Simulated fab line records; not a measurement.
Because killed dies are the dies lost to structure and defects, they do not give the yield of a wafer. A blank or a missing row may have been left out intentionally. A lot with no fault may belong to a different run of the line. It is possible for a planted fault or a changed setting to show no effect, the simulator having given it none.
Which of the tools did it? :: flow n5-finfet :: Sampling: 11 lots, 33 wafers, 4 of 1938 route steps

WHAT THE GAUGES READ, wafer by wafer
N5_BEOL_M4_RC_MEAS_101.
lot: L106
measured: day 7 22:32
on: prober-02
DIBL_N (mV/V): 37.0 43.5 39.5

lot: L107
measured: day 9 09:14
on: prober-02
DIBL_N (mV/V): 36.1 37.3 37.3

lot: L110
measured: day 10 00:55
on: prober-02
DIBL_N (mV/V): 32.8 35.5 34.9

lot: L111
measured: day 10 10:13
on: prober-02
DIBL_N (mV/V): 31.4 31.9 34.2

lot: L113
measured: day 10 14:48
on: prober-02
DIBL_N (mV/V): 38.0 36.2 37.5

lot: L112
measured: day 10 16:34
on: prober-01
DIBL_N (mV/V): 32.3 36.5 33.2

lot: L119
measured: day 11 17:33
on: prober-02
DIBL_N (mV/V): 33.3 38.7 36.7

lot: L118
measured: day 11 23:30
on: prober-01
DIBL_N (mV/V): 34.6 39.2 42.8

lot: L122
measured: day 12 21:01
on: prober-01
DIBL_N (mV/V): 40.7 42.5 36.0

lot: L125
measured: day 13 10:51
on: prober-01
DIBL_N (mV/V): 36.5 32.8 35.4

lot: L126
measured: day 14 04:37
on: prober-02
DIBL_N (mV/V): 36.8 37.1 37.0

WHICH TOOL RAN EACH LOT (tool, then ch and the chambers of the sampled wafers, then the start)
lot: L106
N5_BEOL_M1_SPUTTER_79: pvd-sputter-02, day 6 14:35
N5_BEOL_M1_ANNEAL_87: pvd-sputter-02, day 6 15:07
N5_BEOL_M1_CMP_52: cmp-04 ch 0,2,3, day 6 16:44

lot: L107
N5_BEOL_M1_SPUTTER_79: pvd-sputter-01, day 6 23:05
N5_BEOL_M1_ANNEAL_87: pvd-sputter-01, day 6 23:36
N5_BEOL_M1_CMP_52: cmp-04 ch 1,2,3, day 7 01:14

lot: L110
N5_BEOL_M1_SPUTTER_79: pvd-sputter-01, day 7 20:05
N5_BEOL_M1_ANNEAL_87: pvd-sputter-01, day 7 20:37
N5_BEOL_M1_CMP_52: cmp-04 ch 0,1,3, day 7 22:11

lot: L111
N5_BEOL_M1_SPUTTER_79: pvd-sputter-01, day 7 22:55
N5_BEOL_M1_ANNEAL_87: pvd-sputter-01, day 7 23:26
N5_BEOL_M1_CMP_52: cmp-03 ch 0,1,2, day 8 01:06

lot: L113
N5_BEOL_M1_SPUTTER_79: pvd-sputter-01, day 8 18:18
N5_BEOL_M1_ANNEAL_87: pvd-sputter-01, day 8 18:49
N5_BEOL_M1_CMP_52: cmp-02 ch 0,1,2, day 8 20:20

lot: L112
N5_BEOL_M1_SPUTTER_79: pvd-sputter-01, day 8 22:38
N5_BEOL_M1_ANNEAL_87: pvd-sputter-01, day 8 23:09
N5_BEOL_M1_CMP_52: cmp-03 ch 0,2,3, day 9 00:44

lot: L119
N5_BEOL_M1_SPUTTER_79: pvd-sputter-02, day 9 22:10
N5_BEOL_M1_ANNEAL_87: pvd-sputter-02, day 9 22:41
N5_BEOL_M1_CMP_52: cmp-03 ch 0,2, day 10 00:12

lot: L118
N5_BEOL_M1_SPUTTER_79: pvd-sputter-03, day 10 01:34
N5_BEOL_M1_ANNEAL_87: pvd-sputter-03, day 10 02:05
N5_BEOL_M1_CMP_52: cmp-02 ch 1,2,3, day 10 03:36

lot: L122
N5_BEOL_M1_SPUTTER_79: pvd-sputter-01, day 10 08:35
N5_BEOL_M1_ANNEAL_87: pvd-sputter-01, day 10 09:07
N5_BEOL_M1_CMP_52: cmp-03 ch 1,2, day 10 10:40

lot: L125
N5_BEOL_M1_SPUTTER_79: pvd-sputter-02, day 12 00:44
N5_BEOL_M1_ANNEAL_87: pvd-sputter-02, day 12 01:16
N5_BEOL_M1_CMP_52: cmp-04 ch 0,3, day 12 02:46

lot: L126
N5_BEOL_M1_SPUTTER_79: pvd-sputter-02, day 12 03:54
N5_BEOL_M1_ANNEAL_87: pvd-sputter-02, day 12 04:25
N5_BEOL_M1_CMP_52: cmp-02 ch 0,2,3, day 12 06:02
- N5_BEOL_M1_SPUTTER_79: material Cu, target thk 4.5 nm, time 8.29 s.
- N5_BEOL_M1_ANNEAL_87: time 240 s.
- N5_BEOL_M1_CMP_52: polishes, stops on SiOC, t overpolish 6.8 s, target thk 40 nm.

THE ANSWER, worked out from the rows above alone
Rule: usual is defined by the lots themselves. The widest of any qualifying gaps counts: lots, ordered by their means at a reading, are off when they make up no more than a third of the lots, leave a main group of 4 or more, and stand apart from it by 3 or more times the standard deviation of that group's means. The tables above print the reading to a certain number of digits; a main group whose means all agree to those digits is not used. Also off: a lot with no number at a reading for which 4 or more lots have one. Where the step has rows for the other lots, those lots are counted as sound.
No lot is off at any reading shown: from this, nothing can be told.

WHAT THE SIMULATOR HAD INSERTED
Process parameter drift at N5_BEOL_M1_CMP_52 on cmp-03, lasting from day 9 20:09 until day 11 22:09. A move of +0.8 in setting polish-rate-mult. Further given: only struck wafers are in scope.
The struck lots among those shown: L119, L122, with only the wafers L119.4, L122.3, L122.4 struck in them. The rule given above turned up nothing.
